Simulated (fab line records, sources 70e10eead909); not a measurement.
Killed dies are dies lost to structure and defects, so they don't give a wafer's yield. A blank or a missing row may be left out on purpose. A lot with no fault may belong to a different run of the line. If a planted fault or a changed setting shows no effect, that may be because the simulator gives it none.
Chamber matching :: flow nand_harc :: 4 sister chambers for NHARC_A_STAIRCASE_ETCHBACK_157 on rie_diel-07
The step etches the open film in CH3F/O2, target depth 90 nm, time 167.14 s. 4 wafers are shown with their chamber, then 12 later ones without.

## EACH WAFER AND ITS CHAMBER
wafer: L088.6
chamber: 0
drypump_motor_current_A (A): 6.2

wafer: L092.1
chamber: 1
drypump_motor_current_A (A): 6.1

wafer: L092.2
chamber: 2
drypump_motor_current_A (A): 5.4

wafer: L092.4
chamber: 3
drypump_motor_current_A (A): 5.0

## WAFERS MISSING THEIR CHAMBER
wafer: L093.4
drypump_motor_current_A (A): 5.0

wafer: L093.5
drypump_motor_current_A (A): 5.0

wafer: L093.6
drypump_motor_current_A (A): 6.3

wafer: L094.2
drypump_motor_current_A (A): 6.3

wafer: L094.5
drypump_motor_current_A (A): 5.0

wafer: L094.6
drypump_motor_current_A (A): 6.2

wafer: L095.1
drypump_motor_current_A (A): 6.1

wafer: L095.2
drypump_motor_current_A (A): 5.4

wafer: L095.6
drypump_motor_current_A (A): 6.1

wafer: L096.1
drypump_motor_current_A (A): 5.0

wafer: L096.2
drypump_motor_current_A (A): 6.1

wafer: L096.5
drypump_motor_current_A (A): 6.2

## WHICH CHAMBER EACH ONE RAN IN
wafer: L093.4
from the rows above: 3
in truth: 3

wafer: L093.5
from the rows above: 3
in truth: 3

wafer: L093.6
from the rows above: 0
in truth: 0

wafer: L094.2
from the rows above: 0
in truth: 0

wafer: L094.5
from the rows above: 3
in truth: 3

wafer: L094.6
from the rows above: 0
in truth: 0

wafer: L095.1
from the rows above: 1
in truth: 1

wafer: L095.2
from the rows above: 2
in truth: 2

wafer: L095.6
from the rows above: 1
in truth: 1

wafer: L096.1
from the rows above: 3
in truth: 3

wafer: L096.2
from the rows above: 1
in truth: 1

wafer: L096.5
from the rows above: 0
in truth: 0
Correct placement for 12 of the 12. From these rows, 0 cannot be placed. Placed wrongly: 0.
How it was worked out, from the rows above alone: a wafer's distance from a chamber is the root of the sum, over the readings, of the square of ((its reading less the chamber's mean) divided by the reading's scatter). If the next closest chamber is less than 2 further off than the closest, the wafer can't be placed; otherwise it belongs to the closest. A chamber's mean is the mean of its shown wafers. The scatter: root of mean squared gap, hidden wafer to nearest shown wafer, with one shown wafer a chamber.
